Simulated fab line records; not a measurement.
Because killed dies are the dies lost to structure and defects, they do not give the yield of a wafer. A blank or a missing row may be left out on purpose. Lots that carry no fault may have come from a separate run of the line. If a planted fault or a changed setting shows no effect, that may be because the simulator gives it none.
fab line records	flow n5_finfet
record: lots: 24	wafers: 72	last_day: 19
route steps=1938 shown BEOL_M11@1595 BEOL_M12@1614
lots untouched by any fault: they come from a run of this same line in which no faults occurred
start_h: the number of hours between the record's first day and the start of the first shown wafer of the lot	wait_h: hours since the lot's step before	" as in the row above	L1.1+2: several wafers, shown together as one row	- either no value or no given start	* or withheld: withheld	< > ~ a bound
route shown NAME@n: a module of which the file shows steps, and the number in the route of the first	usual: average and standard deviation across the fault-free wafers	same: alike in all rows	chamber/n: place in a boat	sites: the reading at each site	_std_site: standard deviation across them	_edge_site: mean of outer sites minus mean of inner sites	radius_mm: how far each site lies from the wafer's centre	mask NAME#n: copy n	behind: the last tool/chamber to shape the wafer	hold: what put the lot on hold/how long, in hours/how the hold closed	device: names the non-switching transistor (n, p or np)	end of line: tests of these same wafers at the route's end	for a step that has no rows: nothing shown but its recipe	killed: the dies lost at the first sort to structure and to defects; this is not the yield of the wafer	map: shows each die of a wafer: x if killed, . if not, _ if none is there
set.NAME: the setting that was run; set.NAME@STEP: the one run at that earlier step	model.NAME: the simulator's own value behind a step, which no gauge read
steps of the route over a sample of lots; a table a step, a row a wafer
services: when a tool's chamber went out of use (start_h, in hours from the record's first day, below 0 if earlier), for how many hours, and the reason
== steps ==
step: N5_BEOL_M11_ANNEAL_51
recipe: temp_c: 225	time_s: 90	ambient: N2
usual: wafer_temp_C_max: 226.0/0.5
lot.wafer	tool	chamber	start_h	wait_h	wafer_temp_C_max
L074.2	rtp_anneal-02	0	258.09	0.2	225.2
L074.3	"	0	"	"	225.6
L074.5	"	0	"	"	225.7
L075.2	rtp_anneal-02	0	269.26	0.2	225.6
L075.4	"	0	"	"	225.5
L075.6	"	0	"	"	225.5
L077.2	rtp_anneal-01	0	276.60	0.1	226.4
L077.4	"	0	"	"	226.6
L077.6	"	0	"	"	225.9
L076.1	rtp_anneal-01	0	290.44	0.1	226.0
L076.2	"	0	"	"	226.9
L076.5	"	0	"	"	226.8
L078.2	rtp_anneal-01	0	292.50	0.4	226.4
L078.3	"	0	"	"	225.9
L078.5	"	0	"	"	226.4
L079.1	rtp_anneal-01	0	297.64	0.3	226.5
L079.2	"	0	"	"	226.4
L079.4	"	0	"	"	226.2
L080.3	rtp_anneal-01	0	298.66	0.5	225.8
L080.5	"	0	"	"	226.3
L080.6	"	0	"	"	226.2
L081.2	rtp_anneal-01	0	309.21	1.2	227.0
L081.3	"	0	"	"	226.8
L081.5	"	0	"	"	226.3
L082.1	rtp_anneal-01	0	319.22	0.1	226.5
L082.3	"	0	"	"	227.0
L082.4	"	0	"	"	225.9
L083.1	rtp_anneal-01	0	320.22	0.1	226.5
L083.3	"	0	"	"	227.2
L083.5	"	0	"	"	226.5
L086.1	rtp_anneal-02	0	324.72	0.1	225.6
L086.3	"	0	"	"	225.7
L086.4	"	0	"	"	225.4
L084.2	rtp_anneal-02	0	325.03	0.3	225.6
L084.4	"	0	"	"	225.6
L084.6	"	0	"	"	225.4
L085.1	rtp_anneal-02	0	338.20	0.1	225.7
L085.4	"	0	"	"	225.8
L085.5	"	0	"	"	225.3
L087.1	rtp_anneal-01	0	339.71	0.1	226.5
L087.2	"	0	"	"	226.3
L087.5	"	0	"	"	226.5
L088.2	rtp_anneal-01	0	346.66	1.0	226.4
L088.3	"	0	"	"	226.5
L088.5	"	0	"	"	226.4
L089.2	rtp_anneal-02	0	346.68	0.5	225.3
L089.3	"	0	"	"	224.9
L089.4	"	0	"	"	225.5
L090.1	rtp_anneal-01	0	353.90	0.7	226.6
L090.3	"	0	"	"	226.3
L090.6	"	0	"	"	226.3
L092.1	rtp_anneal-02	0	370.04	0.4	225.5
L092.5	"	0	"	"	225.4
L092.6	"	0	"	"	225.5
L091.2	rtp_anneal-01	0	373.04	0.8	226.0
L091.5	"	0	"	"	225.9
L091.6	"	0	"	"	225.5
L093.2	rtp_anneal-02	0	373.69	0.6	225.1
L093.4	"	0	"	"	225.4
L093.6	"	0	"	"	225.1
L094.2	rtp_anneal-02	0	377.19	0.1	225.8
L094.5	"	0	"	"	225.5
L094.6	"	0	"	"	225.7
L095.2	rtp_anneal-02	0	384.20	0.3	225.6
L095.5	"	0	"	"	225.7
L095.6	"	0	"	"	225.7
L096.1	rtp_anneal-01	0	404.62	0.4	226.6
L096.3	"	0	"	"	227.1
L096.4	"	0	"	"	226.1
L097.2	rtp_anneal-02	0	408.67	0.3	225.5
L097.3	"	0	"	"	225.6
L097.5	"	0	"	"	225.5
step: N5_BEOL_M12_INSPECT_12
recipe: mode: adi	inspect_instrument: macro
usual: raw_defect_count: 2.2/1.7
lot.wafer	tool	chamber	start_h	wait_h	raw_defect_count
L074.2	defect_inspect-01	-	259.32	0.0	2
L074.3	"	-	"	"	1
L074.5	"	-	"	"	3
L075.2	defect_inspect-01	-	270.60	0.0	3
L075.4	"	-	"	"	1
L075.6	"	-	"	"	2
L077.2	defect_inspect-01	-	277.96	0.0	1
L077.4	"	-	"	"	2
L077.6	"	-	"	"	2
L076.1	defect_inspect-02	-	291.71	0.0	2
L076.2	"	-	"	"	3
L076.5	"	-	"	"	1
L078.2	defect_inspect-01	-	293.72	0.0	0
L078.3	"	-	"	"	1
L078.5	"	-	"	"	1
L079.1	defect_inspect-02	-	298.92	0.0	1
L079.2	"	-	"	"	2
L079.4	"	-	"	"	1
L080.3	defect_inspect-01	-	299.86	0.0	2
L080.5	"	-	"	"	0
L080.6	"	-	"	"	6
L081.2	defect_inspect-02	-	310.45	0.0	4
L081.3	"	-	"	"	3
L081.5	"	-	"	"	2
L082.1	defect_inspect-02	-	320.61	0.0	1
L082.3	"	-	"	"	1
L082.4	"	-	"	"	1
L083.1	defect_inspect-01	-	321.49	0.0	1
L083.3	"	-	"	"	6
L083.5	"	-	"	"	0
L086.1	defect_inspect-02	-	326.01	0.0	5
L086.3	"	-	"	"	2
L086.4	"	-	"	"	3
L084.2	defect_inspect-02	-	326.41	0.0	1
L084.4	"	-	"	"	2
L084.6	"	-	"	"	1
L085.1	defect_inspect-02	-	339.47	0.0	1
L085.4	"	-	"	"	2
L085.5	"	-	"	"	1
L087.1	defect_inspect-02	-	340.97	0.0	2
L087.2	"	-	"	"	2
L087.5	"	-	"	"	1
L088.2	defect_inspect-02	-	348.02	0.0	0
L088.3	"	-	"	"	2
L088.5	"	-	"	"	4
L089.2	defect_inspect-01	-	348.17	0.0	4
L089.3	"	-	"	"	2
L089.4	"	-	"	"	3
L090.1	defect_inspect-01	-	355.30	0.0	0
L090.3	"	-	"	"	2
L090.6	"	-	"	"	3
L092.1	defect_inspect-02	-	371.58	0.0	1
L092.5	"	-	"	"	1
L092.6	"	-	"	"	2
L091.2	defect_inspect-01	-	374.28	0.0	4
L091.5	"	-	"	"	1
L091.6	"	-	"	"	2
L093.2	defect_inspect-01	-	374.91	0.0	1
L093.4	"	-	"	"	0
L093.6	"	-	"	"	4
L094.2	defect_inspect-01	-	378.41	0.0	0
L094.5	"	-	"	"	5
L094.6	"	-	"	"	2
L095.2	defect_inspect-01	-	385.44	0.0	1
L095.5	"	-	"	"	2
L095.6	"	-	"	"	4
L096.1	defect_inspect-01	-	406.01	0.0	2
L096.3	"	-	"	"	1
L096.4	"	-	"	"	1
L097.2	defect_inspect-02	-	410.10	0.0	2
L097.3	"	-	"	"	1
L097.5	"	-	"	"	2
step: N5_BEOL_M12_TRENCH_ETCH_34
recipe: chemistry: C4F8/O2/Ar	target: SiOC	target_depth_a: 3189.5	mask_material: SOC	pressure_mtorr: 30	source_w: 3000	bias_w: 700	Ar_flow_sccm: 400	C4F8_flow_sccm: 15	O2_flow_sccm: 8	he_inner_torr: 15	he_outer_torr: 30	time_s: 125.5	ion_energy_ev: 250
usual: C4F8_flow_sccm: 15.00/0.048	O2_flow_sccm: 7.994/0.025	drypump_motor_current_A: 5.9/0.5	oes_product_au: 0.79/0.072	rf_vpp_V: 667.3/2.8	showerhead_plenum_p_Torr: 3.48/0.098	throttle_valve_pct: 24.18/0.24
lot.wafer	tool	chamber	start_h	wait_h	C4F8_flow_sccm	O2_flow_sccm	drypump_motor_current_A	oes_product_au	rf_hours_counter_h	rf_vpp_V	showerhead_plenum_p_Torr	throttle_valve_pct
L074.2	rie_diel-02	1	260.82	0.0	14.95	8.011	5.0	0.84	65	661.6	3.32	24.08
L074.3	"	3	"	"	14.95	7.986	5.8	0.81	120	669.2	3.57	24.43
L074.5	"	2	"	"	15.00	7.963	6.1	0.91	-	671.5	3.63	24.23
L075.2	rie_diel-05	2	271.91	0.0	15.02	7.986	5.9	0.96	2	668.5	3.49	23.69
L075.4	"	3	"	"	14.94	7.982	6.4	0.69	-	668.1	3.51	24.41
L075.6	"	0	"	"	14.95	7.991	5.7	0.72	-	670.0	3.54	24.36
L077.2	rie_diel-02	2	279.26	0.0	14.97	8.015	6.1	0.89	25	670.0	3.63	24.23
L077.4	"	3	"	"	14.96	7.993	5.8	0.80	127	669.9	3.57	24.45
L077.6	"	0	"	"	15.05	8.005	6.2	0.70	-	668.4	3.53	24.30
L076.1	rie_diel-05	2	293.02	0.0	14.93	8.002	5.9	0.93	8	668.3	3.48	23.68
L076.2	"	1	"	"	15.07	7.965	4.9	0.83	86	661.4	3.32	24.07
L076.5	"	1	"	"	14.97	8.025	4.9	0.83	-	664.7	3.32	24.05
L078.2	rie_diel-03	3	295.03	0.0	14.98	7.979	6.1	0.72	201	664.1	3.39	24.28
L078.3	"	0	"	"	14.97	8.006	6.4	0.85	44	667.0	3.47	23.95
L078.5	"	2	"	"	15.01	7.963	5.8	0.82	-	670.2	3.59	24.42
L079.1	rie_diel-05	0	300.22	0.0	15.00	8.005	5.7	0.71	172	669.9	3.54	24.37
L079.2	"	2	"	"	15.02	7.989	5.9	0.91	11	668.8	3.48	23.68
L079.4	"	1	"	"	14.97	8.010	4.9	0.82	89	662.2	3.32	24.05
L080.3	rie_diel-03	2	301.28	0.0	15.05	7.978	5.8	0.81	77	669.8	3.59	24.44
L080.5	"	2	"	"	15.04	7.972	5.8	0.81	-	671.0	3.59	24.44
L080.6	"	0	"	"	15.00	8.020	6.4	0.85	-	668.0	3.47	23.96
L081.2	rie_diel-03	1	312.06	0.0	14.92	8.041	6.7	0.70	220	668.8	3.51	23.86
L081.3	"	2	"	"	15.08	8.012	5.8	0.80	83	670.5	3.58	24.42
L081.5	"	2	"	"	15.01	8.028	5.8	0.81	-	670.5	3.58	24.44
L082.1	rie_diel-02	2	322.04	0.0	14.90	7.990	6.1	0.87	38	671.4	3.62	24.25
L082.3	"	3	"	"	15.00	7.967	5.8	0.78	140	668.8	3.56	24.46
L082.4	"	1	"	"	15.06	8.024	5.0	0.82	84	662.5	3.31	24.12
L083.1	rie_diel-03	2	322.92	0.0	14.97	8.008	5.8	0.80	87	670.0	3.58	24.43
L083.3	"	0	"	"	15.05	7.974	6.4	0.83	56	668.5	3.46	23.98
L083.5	"	2	"	"	14.96	8.041	5.8	0.80	-	670.1	3.58	24.44
L086.1	rie_diel-03	3	328.42	0.0	14.94	7.998	6.1	0.71	216	664.9	3.38	24.30
L086.3	"	0	"	"	14.99	7.953	6.4	0.83	59	667.5	3.46	23.96
L086.4	"	2	"	"	14.96	8.049	5.8	0.80	90	670.2	3.58	24.45
L084.2	rie_diel-03	2	329.48	0.0	15.05	7.986	5.8	0.80	90	670.6	3.58	24.44
L084.4	"	0	"	"	15.00	8.012	6.4	0.83	60	666.0	3.46	23.97
L084.6	"	0	"	"	14.97	8.017	6.5	0.83	-	666.6	3.46	23.96
L085.1	rie_diel-02	3	341.64	0.0	15.02	7.983	5.8	0.78	150	670.8	3.56	24.47
L085.4	"	1	"	"	14.91	8.008	5.0	0.81	93	661.9	3.31	24.12
L085.5	"	2	"	"	15.05	8.008	6.1	0.86	-	670.1	3.61	24.29
L087.1	rie_diel-05	1	342.84	0.0	15.08	8.001	4.9	0.82	101	663.2	3.32	24.07
L087.2	"	2	"	"	15.03	7.985	5.9	0.89	22	667.0	3.48	23.69
L087.5	"	1	"	"	15.02	7.990	4.9	0.80	-	662.9	3.32	24.07
L088.2	rie_diel-05	1	349.36	0.0	15.02	7.959	4.9	0.80	104	662.2	3.32	24.07
L088.3	"	3	"	"	15.04	7.933	6.4	0.68	244	666.7	3.50	24.43
L088.5	"	2	"	"	14.84	7.972	5.9	0.89	-	666.6	3.47	23.71
L089.2	rie_diel-02	2	349.63	0.0	14.96	8.040	6.1	0.85	50	671.1	3.61	24.26
L089.3	"	0	"	"	14.94	8.006	6.2	0.68	240	668.6	3.52	24.33
L089.4	"	1	"	"	14.98	8.016	5.0	0.81	96	663.0	3.31	24.13
L090.1	rie_diel-02	3	356.91	0.0	15.00	7.994	5.8	0.77	156	669.8	3.55	24.49
L090.3	"	2	"	"	15.05	8.002	6.1	0.85	54	670.5	3.61	24.26
L090.6	"	0	"	"	14.96	8.002	6.2	0.68	-	667.9	3.52	24.34
L092.1	rie_diel-05	2	373.08	0.0	15.06	7.978	5.9	0.87	34	667.5	3.47	23.71
L092.5	"	0	"	"	15.08	7.999	5.7	0.69	-	669.2	3.53	24.39
L092.6	"	2	"	"	15.01	7.974	5.9	0.86	-	668.5	3.47	23.70
L091.2	rie_diel-03	1	375.78	0.0	14.93	8.010	6.7	0.68	246	667.8	3.49	23.89
L091.5	"	0	"	"	15.01	7.967	6.4	0.81	-	663.9	3.45	23.98
L091.6	"	1	"	"	14.95	7.994	6.7	0.68	-	666.5	3.49	23.89
L093.2	rie_diel-02	2	376.45	0.0	15.09	7.954	6.1	0.84	60	671.1	3.61	24.29
L093.4	"	0	"	"	15.03	8.013	6.2	0.67	250	666.5	3.51	24.36
L093.6	"	3	"	"	14.97	7.991	5.8	0.77	-	668.4	3.55	24.47
L094.2	rie_diel-02	3	379.95	0.0	14.97	8.010	5.8	0.76	165	668.9	3.55	24.51
L094.5	"	1	"	"	15.00	8.015	5.0	0.78	-	661.6	3.30	24.14
L094.6	"	2	"	"	14.96	7.987	6.1	0.84	-	669.6	3.61	24.29
L095.2	rie_diel-02	2	387.00	0.0	15.07	7.973	6.1	0.83	65	671.4	3.60	24.30
L095.5	"	2	"	"	15.02	7.973	6.1	0.83	-	671.0	3.60	24.30
L095.6	"	1	"	"	15.00	8.017	5.0	0.79	-	662.6	3.30	24.15
L096.1	rie_diel-03	3	407.90	0.0	15.00	7.991	6.1	0.70	246	664.6	3.36	24.33
L096.3	"	0	"	"	14.93	8.014	6.4	0.80	93	665.8	3.44	24.02
L096.4	"	0	"	"	14.90	8.021	6.4	0.79	-	665.3	3.44	24.00
L097.2	rie_diel-05	2	411.41	0.0	14.99	7.951	5.9	0.84	51	666.7	3.46	23.72
L097.3	"	1	"	"	14.93	8.033	4.9	0.79	119	661.9	3.31	24.08
L097.5	"	3	"	"	14.95	8.010	6.4	0.93	-	667.5	3.49	24.13
step: N5_BEOL_M12_ETCH_38
recipe: chemistry: CF4/N2	target: SiCN	target_depth_a: 687	taper_deg: 2	time_s: 73.4	ion_energy_ev: 150	mask_material: SiO2	pressure_mtorr: 40	source_w: 430	bias_w: 70	Ar_flow_sccm: 100	cf4_flow_sccm: 60	n2_flow_sccm: 60
usual: cf4_flow_sccm: 59.99/0.17	drypump_motor_current_A: 5.8/0.49	oes_product_au: 0.79/0.074	rf_vpp_V: 383.4/1.9	showerhead_plenum_p_Torr: 2.25/0.065	throttle_valve_pct: 15.41/0.25
lot.wafer	tool	chamber	start_h	wait_h	cf4_flow_sccm	drypump_motor_current_A	oes_product_au	rf_hours_counter_h	rf_vpp_V	showerhead_plenum_p_Torr	throttle_valve_pct
L074.2	rie_diel-02	1	262.12	-	60.12	5.0	0.84	66	381.2	2.15	15.34
L074.3	"	3	"	"	59.93	5.8	0.81	121	384.9	2.31	15.62
L074.5	"	1	"	"	59.97	5.0	0.83	-	378.9	2.15	15.34
L075.2	rie_diel-05	1	273.98	-	60.49	4.9	0.82	82	380.6	2.14	15.23
L075.4	"	0	"	"	60.03	5.7	0.73	162	384.0	2.29	15.64
L075.6	"	3	"	"	59.95	6.4	0.70	-	382.9	2.27	15.72
L077.2	rie_diel-02	0	281.00	-	60.29	6.2	0.70	217	383.1	2.28	15.58
L077.4	"	2	"	"	60.29	6.1	0.89	26	386.3	2.34	15.38
L077.6	"	2	"	"	59.99	6.1	0.88	-	386.7	2.34	15.35
L076.1	rie_diel-05	1	293.30	-	59.83	4.9	0.81	87	379.5	2.14	15.26
L076.2	"	0	"	"	60.16	5.7	0.71	170	385.4	2.29	15.66
L076.5	"	1	"	"	59.91	4.9	0.82	-	380.5	2.14	15.25
L078.2	rie_diel-05	3	295.35	-	60.15	6.4	0.70	231	384.7	2.26	15.74
L078.3	"	0	"	"	60.16	5.6	0.72	171	384.2	2.29	15.65
L078.5	"	0	"	"	60.07	5.7	0.73	-	384.5	2.29	15.65
L079.1	rie_diel-02	0	302.49	-	59.84	6.2	0.69	222	384.6	2.28	15.58
L079.2	"	3	"	"	60.29	5.8	0.80	133	386.6	2.30	15.63
L079.4	"	2	"	"	60.12	6.1	0.86	31	385.9	2.34	15.37
L080.3	rie_diel-05	3	302.83	-	60.22	6.4	0.68	233	383.8	2.26	15.74
L080.5	"	3	"	"	60.01	6.4	0.69	-	384.3	2.26	15.74
L080.6	"	0	"	"	59.77	5.7	0.71	-	383.6	2.29	15.67
L081.2	rie_diel-02	0	313.42	-	60.34	6.2	0.69	226	383.9	2.28	15.59
L081.3	"	1	"	"	60.01	5.0	0.81	82	381.0	2.14	15.37
L081.5	"	2	"	"	59.98	6.0	0.87	-	384.0	2.34	15.40
L082.1	rie_diel-03	1	324.00	-	59.99	6.7	0.69	224	383.4	2.27	15.27
L082.3	"	3	"	"	59.87	6.1	0.72	213	381.5	2.18	15.59
L082.4	"	2	"	"	60.38	5.8	0.80	88	384.6	2.32	15.62
L083.1	rie_diel-03	1	326.16	-	60.23	6.7	0.70	225	383.2	2.27	15.27
L083.3	"	3	"	"	59.70	6.1	0.72	215	382.2	2.18	15.63
L083.5	"	3	"	"	60.20	6.1	0.72	-	381.0	2.18	15.60
L086.1	rie_diel-02	2	328.70	-	59.88	6.0	0.86	41	385.7	2.34	15.41
L086.3	"	1	"	"	60.16	5.0	0.81	87	380.6	2.14	15.37
L086.4	"	0	"	"	59.90	6.2	0.70	232	384.5	2.27	15.61
L084.2	rie_diel-03	1	331.67	-	59.76	6.7	0.69	229	383.2	2.26	15.28
L084.4	"	0	"	"	59.97	6.4	0.83	61	383.1	2.24	15.21
L084.6	"	0	"	"	59.77	6.4	0.82	-	382.5	2.24	15.20
L085.1	rie_diel-05	2	341.97	-	60.18	5.9	0.89	21	382.8	2.25	14.95
L085.4	"	2	"	"	60.24	5.9	0.89	-	382.3	2.25	14.94
L085.5	"	1	"	"	59.66	4.9	0.81	-	382.0	2.13	15.28
L087.1	rie_diel-02	2	345.68	-	59.84	6.1	0.85	49	385.7	2.33	15.41
L087.2	"	1	"	"	60.22	5.0	0.80	95	379.8	2.14	15.39
L087.5	"	1	"	"	60.25	5.0	0.80	-	380.6	2.14	15.39
L088.2	rie_diel-02	0	352.19	-	59.92	6.2	0.67	241	384.5	2.27	15.61
L088.3	"	1	"	"	59.98	4.9	0.79	97	380.0	2.14	15.40
L088.5	"	3	"	"	60.03	5.8	0.77	-	382.6	2.30	15.66
L089.2	rie_diel-03	2	352.52	-	59.98	5.8	0.79	100	384.6	2.32	15.64
L089.3	"	0	"	"	59.74	6.4	0.82	70	382.9	2.23	15.22
L089.4	"	1	"	"	59.87	6.7	0.69	238	383.5	2.26	15.30
L090.1	rie_diel-05	1	364.14	-	59.78	4.9	0.78	112	382.9	2.13	15.31
L090.3	"	0	"	"	59.75	5.7	0.70	184	384.2	2.29	15.68
L090.6	"	2	"	"	60.13	5.9	0.87	-	383.5	2.25	14.97
L092.1	rie_diel-05	0	376.45	-	59.94	5.7	0.70	191	384.6	2.28	15.68
L092.5	"	0	"	"	59.89	5.7	0.70	-	383.2	2.28	15.70
L092.6	"	2	"	"	59.84	5.9	0.86	-	383.5	2.25	14.99
L091.2	rie_diel-05	2	376.60	-	60.04	6.0	0.87	37	383.3	2.24	14.97
L091.5	"	2	"	"	59.90	5.9	0.87	-	383.5	2.24	14.98
L091.6	"	0	"	"	60.05	5.7	0.70	-	385.1	2.28	15.69
L093.2	rie_diel-05	0	376.75	-	60.08	5.7	0.70	191	384.4	2.28	15.69
L093.4	"	2	"	"	59.63	5.9	0.87	-	383.6	2.24	14.98
L093.6	"	0	"	"	60.21	5.7	0.71	-	383.7	2.28	15.68
L094.2	rie_diel-03	1	380.23	-	60.16	6.7	0.68	248	382.9	2.26	15.32
L094.5	"	0	"	"	59.98	6.4	0.80	-	383.3	2.23	15.25
L094.6	"	1	"	"	59.81	6.7	0.68	-	384.1	2.26	15.31
L095.2	rie_diel-02	1	388.42	-	59.80	5.0	0.79	111	380.8	2.13	15.43
L095.5	"	2	"	"	60.17	6.1	0.82	-	385.3	2.33	15.45
L095.6	"	3	"	"	60.01	5.8	0.76	-	385.5	2.29	15.68
L096.1	rie_diel-02	0	408.19	-	59.80	6.2	0.97	4	382.7	2.27	15.15
L096.3	"	1	"	"	59.83	5.0	0.78	119	379.8	2.13	15.44
L096.4	"	3	"	"	59.78	5.8	0.76	177	384.7	2.29	15.72
L097.2	rie_diel-02	0	411.68	-	60.05	6.2	0.96	5	383.7	2.27	15.15
L097.3	"	2	"	"	59.85	6.0	0.81	75	385.2	2.32	15.46
L097.5	"	1	"	"	60.14	5.0	0.79	-	381.2	2.13	15.45
step: N5_BEOL_M12_THK_MEAS_50
recipe: thk_meas_gauge: xrf	reads: Cu_of_BEOL_M12_ECD_47
usual: M12_THK: 320/5.4
lot.wafer	tool	chamber	start_h	wait_h	M12_THK[nm]
L074.2	film_metro-02	-	263.79	-	323
L074.3	"	-	"	"	325
L074.5	"	-	"	"	325
L075.2	film_metro-01	-	275.65	-	327
L075.4	"	-	"	"	319
L075.6	"	-	"	"	320
L077.2	film_metro-02	-	282.48	-	324
L077.4	"	-	"	"	327
L077.6	"	-	"	"	319
L076.1	film_metro-01	-	296.34	-	332
L076.2	"	-	"	"	326
L076.5	"	-	"	"	324
L078.2	film_metro-02	-	297.18	-	317
L078.3	"	-	"	"	320
L078.5	"	-	"	"	321
L079.1	film_metro-01	-	304.08	-	320
L079.2	"	-	"	"	329
L079.4	"	-	"	"	324
L080.3	film_metro-02	-	306.31	-	316
L080.5	"	-	"	"	319
L080.6	"	-	"	"	317
L081.2	film_metro-01	-	315.43	-	312
L081.3	"	-	"	"	325
L081.5	"	-	"	"	323
L082.1	film_metro-01	-	325.75	-	318
L082.3	"	-	"	"	317
L082.4	"	-	"	"	314
L083.1	film_metro-02	-	329.32	-	324
L083.3	"	-	"	"	319
L083.5	"	-	"	"	319
L086.1	film_metro-01	-	330.11	-	318
L086.3	"	-	"	"	320
L086.4	"	-	"	"	322
L084.2	film_metro-01	-	333.29	-	319
L084.4	"	-	"	"	318
L084.6	"	-	"	"	317
L085.1	film_metro-02	-	345.07	-	326
L085.4	"	-	"	"	319
L085.5	"	-	"	"	325
L087.1	film_metro-01	-	347.80	-	320
L087.2	"	-	"	"	322
L087.5	"	-	"	"	319
L088.2	film_metro-02	-	354.10	-	322
L088.3	"	-	"	"	317
L088.5	"	-	"	"	327
L089.2	film_metro-01	-	354.27	-	316
L089.3	"	-	"	"	310
L089.4	"	-	"	"	320
L090.1	film_metro-01	-	365.99	-	325
L090.3	"	-	"	"	326
L090.6	"	-	"	"	315
L092.1	film_metro-01	-	378.11	-	327
L092.5	"	-	"	"	315
L092.6	"	-	"	"	320
L091.2	film_metro-01	-	378.27	-	306
L091.5	"	-	"	"	314
L091.6	"	-	"	"	304
L093.2	film_metro-02	-	378.56	-	324
L093.4	"	-	"	"	314
L093.6	"	-	"	"	324
L094.2	film_metro-01	-	381.53	-	326
L094.5	"	-	"	"	318
L094.6	"	-	"	"	326
L095.2	film_metro-02	-	391.28	-	320
L095.5	"	-	"	"	318
L095.6	"	-	"	"	320
L096.1	film_metro-01	-	409.58	-	313
L096.3	"	-	"	"	317
L096.4	"	-	"	"	315
L097.2	film_metro-02	-	413.38	-	323
L097.3	"	-	"	"	319
L097.5	"	-	"	"	324
step: N5_BEOL_M12_INSPECT_55
recipe: inspect_instrument: darkfield	mode: post_dep
usual: raw_defect_count: 65/20
lot.wafer	tool	chamber	start_h	wait_h	raw_defect_count
L074.2	defect_inspect-02	-	263.94	0.0	62
L074.3	"	-	"	"	84
L074.5	"	-	"	"	93
L075.2	defect_inspect-02	-	275.80	0.0	68
L075.4	"	-	"	"	65
L075.6	"	-	"	"	72
L077.2	defect_inspect-01	-	282.63	0.0	52
L077.4	"	-	"	"	81
L077.6	"	-	"	"	88
L076.1	defect_inspect-01	-	296.49	0.0	97
L076.2	"	-	"	"	77
L076.5	"	-	"	"	62
L078.2	defect_inspect-01	-	297.33	0.0	100
L078.3	"	-	"	"	108
L078.5	"	-	"	"	83
L079.1	defect_inspect-02	-	304.23	0.0	114
L079.2	"	-	"	"	44
L079.4	"	-	"	"	70
L080.3	defect_inspect-02	-	306.46	0.0	48
L080.5	"	-	"	"	51
L080.6	"	-	"	"	74
L081.2	defect_inspect-01	-	315.58	0.0	88
L081.3	"	-	"	"	77
L081.5	"	-	"	"	72
L082.1	defect_inspect-02	-	325.90	0.0	97
L082.3	"	-	"	"	50
L082.4	"	-	"	"	64
L083.1	defect_inspect-01	-	329.47	0.0	67
L083.3	"	-	"	"	61
L083.5	"	-	"	"	80
L086.1	defect_inspect-01	-	330.26	0.0	60
L086.3	"	-	"	"	53
L086.4	"	-	"	"	34
L084.2	defect_inspect-02	-	333.44	0.0	68
L084.4	"	-	"	"	64
L084.6	"	-	"	"	42
L085.1	defect_inspect-02	-	345.22	0.0	92
L085.4	"	-	"	"	53
L085.5	"	-	"	"	67
L087.1	defect_inspect-01	-	347.95	0.0	55
L087.2	"	-	"	"	27
L087.5	"	-	"	"	80
L088.2	defect_inspect-01	-	354.25	0.0	60
L088.3	"	-	"	"	55
L088.5	"	-	"	"	63
L089.2	defect_inspect-02	-	354.42	0.0	49
L089.3	"	-	"	"	53
L089.4	"	-	"	"	64
L090.1	defect_inspect-02	-	366.14	0.0	61
L090.3	"	-	"	"	99
L090.6	"	-	"	"	90
L092.1	defect_inspect-01	-	378.27	0.0	69
L092.5	"	-	"	"	78
L092.6	"	-	"	"	82
L091.2	defect_inspect-01	-	378.43	0.0	45
L091.5	"	-	"	"	37
L091.6	"	-	"	"	44
L093.2	defect_inspect-01	-	378.72	0.0	42
L093.4	"	-	"	"	71
L093.6	"	-	"	"	66
L094.2	defect_inspect-01	-	381.68	0.0	35
L094.5	"	-	"	"	36
L094.6	"	-	"	"	62
L095.2	defect_inspect-01	-	391.46	0.0	48
L095.5	"	-	"	"	60
L095.6	"	-	"	"	53
L096.1	defect_inspect-02	-	409.92	0.2	29
L096.3	"	-	"	"	49
L096.4	"	-	"	"	40
L097.2	defect_inspect-02	-	413.53	0.0	122
L097.3	"	-	"	"	79
L097.5	"	-	"	"	74
== services ==
tool	chamber	start_h	hours	kind
rie_diel-02	0	236.29	1.6	repair
rie_diel-05	2	248.47	1.5	repair
rie_diel-05	2	250.18	-	clean
rie_diel-05	2	250.18	-	consumable_replace:focus_ring
rie_diel-05	2	250.18	13.4	scheduled_down
rie_diel-05	2	250.18	13.4	vent_cycle
rie_diel-03	0	253.76	5.9	repair
rie_diel-05	1	276.26	3.2	repair
rie_diel-05	-	322.76	14.6	pm
rie_diel-05	0	341.64	21.4	repair
rie_diel-05	3	363.02	-	clean
rie_diel-05	3	363.02	-	consumable_replace:focus_ring
rie_diel-05	3	363.02	17.6	scheduled_down
rie_diel-05	3	363.02	17.6	vent_cycle
rie_diel-05	1	364.89	25.3	repair
rie_diel-03	3	373.30	4.5	repair
rie_diel-02	0	377.03	1.3	repair
rie_diel-02	0	378.56	-	clean
rie_diel-02	0	378.56	-	consumable_replace:focus_ring
rie_diel-02	0	378.56	19.5	scheduled_down
rie_diel-02	0	378.56	19.5	vent_cycle
rie_diel-03	1	385.22	-	clean
rie_diel-03	1	385.22	-	consumable_replace:focus_ring
rie_diel-03	1	385.22	24.3	scheduled_down
== key ==
fault none
